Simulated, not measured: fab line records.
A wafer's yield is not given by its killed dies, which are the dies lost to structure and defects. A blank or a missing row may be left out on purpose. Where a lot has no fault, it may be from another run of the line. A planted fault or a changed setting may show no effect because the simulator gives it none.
Chamber matching -- flow n5 finfet -- N5_MOL_CONTACT_COAG_ETCH_89 on rie diel-03: 4 sister chambers
The step etches underlayer in N2/H2, target depth 13 nm, time 10.4 s. 4 wafers are shown with their chamber, then 10 later ones without.

WAFERS PAIRED WITH THEIR CHAMBERS
wafer,chamber,showerhead plenum p Torr (Torr)
L082.6,3,2.70
L083.6,2,2.51
L086.1,0,2.59
L086.3,1,2.42

WAFERS WHOSE CHAMBER IS MISSING
wafer,showerhead plenum p Torr (Torr)
L086.4,2.69
L091.2,2.58
L091.4,2.69
L091.5,2.42
L093.1,2.58
L093.3,2.68
L093.5,2.58
L097.2,2.68
L097.3,2.50
L097.6,2.58

WHICH CHAMBER EACH WENT THROUGH
wafer,from the rows above,in truth
L086.4,3,3
L091.2,0,0
L091.4,3,3
L091.5,1,1
L093.1,0,0
L093.3,3,3
L093.5,0,0
L097.2,3,3
L097.3,2,2
L097.6,0,0
Correctly placed: 10 of 10. Not placeable from these rows: 0. Wrongly placed: 0.
How it was worked out, from the rows above alone: a wafer's distance from a chamber is the root of the sum, over the readings, of the square of ((its reading less the chamber's mean) divided by the reading's scatter). If the next closest chamber is less than 2 further off than the closest, the wafer can't be placed; otherwise it belongs to the closest. For every chamber, the mean is computed from those of its wafers that are shown. The scatter: with one shown wafer a chamber, the root of the mean of the squares of how far each hidden wafer lies from its nearest shown one.
